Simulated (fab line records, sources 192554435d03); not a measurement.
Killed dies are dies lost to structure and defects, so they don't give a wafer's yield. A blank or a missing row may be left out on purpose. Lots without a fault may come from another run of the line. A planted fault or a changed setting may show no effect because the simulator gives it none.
Chamber matching | flow n5_finfet | N5_BEOL_M11_STRIP_19 on rie_diel-05: 4 sister chambers
The step strips in O2. 20 wafers are shown with their chamber, then 10 later ones without.

WAFERS WITH THEIR CHAMBER
wafer  | chamber | showerhead_plenum_p_Torr (Torr) | throttle_valve_pct (%) | oes_product_au (a.u.)
L076.2 | 2       | 2.21                            | 16.61                  | 0.84
L076.4 | 0       | 2.04                            | 16.90                  | 0.85
L076.5 | 1       | 2.21                            | 16.45                  | 0.85
L078.1 | 1       | 2.21                            | 16.45                  | 0.85
L078.4 | 1       | 2.21                            | 16.47                  | 0.85
L078.5 | 2       | 2.21                            | 16.62                  | 0.83
L084.1 | 0       | 2.04                            | 16.90                  | 0.83
L084.3 | 2       | 2.21                            | 16.63                  | 0.83
L084.6 | 1       | 2.21                            | 16.48                  | 0.83
L081.1 | 3       | 2.06                            | 16.20                  | 0.98
L081.2 | 0       | 2.04                            | 16.91                  | 0.83
L081.3 | 1       | 2.21                            | 16.48                  | 0.84
L082.1 | 3       | 2.06                            | 16.20                  | 0.99
L082.3 | 0       | 2.04                            | 16.90                  | 0.83
L082.5 | 2       | 2.21                            | 16.62                  | 0.82
L086.3 | 1       | 2.20                            | 16.46                  | 0.83
L086.4 | 3       | 2.06                            | 16.21                  | 0.95
L086.5 | 2       | 2.21                            | 16.66                  | 0.80
L088.2 | 0       | 2.03                            | 16.93                  | 0.81
L088.3 | 2       | 2.20                            | 16.65                  | 0.80

SIGNATURES (means of the wafers above)
reading                  | chamber 0 | chamber 1 | chamber 2 | chamber 3 | scatter within a chamber
showerhead_plenum_p_Torr | 2.0380    | 2.2083    | 2.2083    | 2.0600    | 0.00393
throttle_valve_pct       | 16.9080   | 16.4650   | 16.6317   | 16.2033   | 0.015
oes_product_au           | 0.8300    | 0.8417    | 0.8200    | 0.9733    | 0.0149
Rule: a wafer's distance from a chamber is the root of the sum, over the readings, of the square of ((its reading less the chamber's mean) divided by the reading's scatter). The wafer belongs to the nearest chamber; if the next one is less than 2 further off, it can't be placed. The scatter: the root of (the sum of the squares of (reading less its chamber's mean) over the shown wafers, divided by (wafers less chambers)).

WAFERS WITHOUT THEIR CHAMBER
wafer  | showerhead_plenum_p_Torr (Torr) | throttle_valve_pct (%) | oes_product_au (a.u.)
L088.5 | 2.06                            | 16.21                  | 0.92
L087.1 | 2.20                            | 16.67                  | 0.81
L087.4 | 2.06                            | 16.23                  | 0.94
L087.5 | 2.03                            | 16.94                  | 0.82
L095.1 | 2.20                            | 16.65                  | 0.80
L095.2 | 2.20                            | 16.53                  | 0.81
L095.3 | 2.03                            | 16.94                  | 0.80
L091.3 | 2.19                            | 16.71                  | 0.79
L091.4 | 2.19                            | 16.56                  | 0.79
L091.6 | 2.05                            | 16.27                  | 0.87

WHICH CHAMBER EACH WENT THROUGH
wafer  | from the rows above     | in truth
L088.5 | 3                       | 3
L087.1 | 2                       | 2
L087.4 | 3                       | 3
L087.5 | 0                       | 0
L095.1 | 2                       | 2
L095.2 | can't be placed: 1 or 2 | 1
L095.3 | 0                       | 0
L091.3 | 2                       | 2
L091.4 | can't be placed: 2 or 1 | 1
L091.6 | 3                       | 3
Placed correctly: 8 of 10. Can't be placed from these rows: 2 (the true chamber is among the candidates in 2). Placed wrongly: 0.
